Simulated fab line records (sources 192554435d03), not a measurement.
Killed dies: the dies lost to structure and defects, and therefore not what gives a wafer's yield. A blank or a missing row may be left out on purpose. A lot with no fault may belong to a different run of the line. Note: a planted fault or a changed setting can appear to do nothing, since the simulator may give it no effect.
Matching of chambers	flow n5 finfet	4 sister chambers for N5_BEOL_M0_SAQP_DESCUM_45 on rie diel-05
The step chemistry O2, time 7 s. 4 wafers are shown with their chamber, then 11 later ones without.

WAFERS WITH THEIR CHAMBER
wafer	chamber	showerhead plenum p Torr (Torr)
L081.2	3	2.18
L083.1	2	2.15
L083.4	0	1.97
L087.2	1	2.13

WAFERS WITHOUT THEIR CHAMBER
wafer	showerhead plenum p Torr (Torr)
L087.4	1.97
L087.6	2.18
L089.1	2.13
L089.5	2.13
L089.6	1.97
L090.1	2.13
L090.3	2.14
L090.5	2.13
L094.2	2.13
L094.5	2.13
L094.6	1.97

WHICH CHAMBER EACH WENT THROUGH
wafer	from the rows above	in truth
L087.4	0	0
L087.6	3	3
L089.1	1	1
L089.5	1	1
L089.6	0	0
L090.1	1	1
L090.3	can't be placed: 2 or 1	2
L090.5	1	1
L094.2	1	1
L094.5	1	1
L094.6	0	0
Placed correctly: 10 of 11. Can't be placed from these rows: 1 (the true chamber is among the candidates in 1). Number placed wrongly: 0.
How it was worked out, from the rows above alone: a wafer's distance from a chamber is the root of the sum, over the readings, of the square of ((its reading less the chamber's mean) divided by the reading's scatter). If the next closest chamber is less than 2 further off than the closest, the wafer can't be placed; otherwise it belongs to the closest. For every chamber, the mean is computed from those of its wafers that are shown. The scatter (one wafer shown for each chamber): square how far every hidden wafer sits from the nearest shown wafer, average those squares and take the square root.
